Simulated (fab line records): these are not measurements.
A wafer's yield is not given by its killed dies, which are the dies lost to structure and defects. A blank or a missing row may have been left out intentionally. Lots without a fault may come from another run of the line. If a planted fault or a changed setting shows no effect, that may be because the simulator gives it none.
Matching of chambers ; flow nand-harc ; 3 sister chambers for NHARC_A_STAIRCASE_DEP_417 on pecvd-01
The step deposits Si3N4, target thk 60 nm. 3 wafers are shown with their chamber, then 7 later ones without.

== WAFERS PAIRED WITH THEIR CHAMBERS ==
wafer;chamber;heater-power-w (W)
L975.6;0;862
L985.2;2;747
L985.3;1;808

== WAFERS WHOSE CHAMBER IS MISSING ==
wafer;heater-power-w (W)
L985.4;790
L983.1;705
L983.3;806
L983.5;809
L982.1;763
L982.3;678
L982.4;704

== WHICH CHAMBER EACH ONE RAN IN ==
wafer;from the rows above;in truth
L985.4;can't be placed: 1 or 2 or 0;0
L983.1;can't be placed: 2 or 1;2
L983.3;can't be placed: 1 or 0 or 2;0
L983.5;can't be placed: 1 or 0 or 2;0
L982.1;can't be placed: 2 or 1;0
L982.3;can't be placed: 2 or 1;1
L982.4;can't be placed: 2 or 1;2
0 of 7 placed correctly. These rows do not allow placing 7 (true chamber among the candidates in 6). Wrongly placed: 0.
How it was worked out, from the rows above alone: a wafer's distance from a chamber is the root of the sum, over the readings, of the square of ((its reading less the chamber's mean) divided by the reading's scatter). If the next closest chamber is less than 2 further off than the closest, the wafer can't be placed; otherwise it belongs to the closest. The mean given for a chamber averages the wafers shown for that chamber. The scatter: root of mean squared gap, hidden wafer to nearest shown wafer, with one shown wafer a chamber.
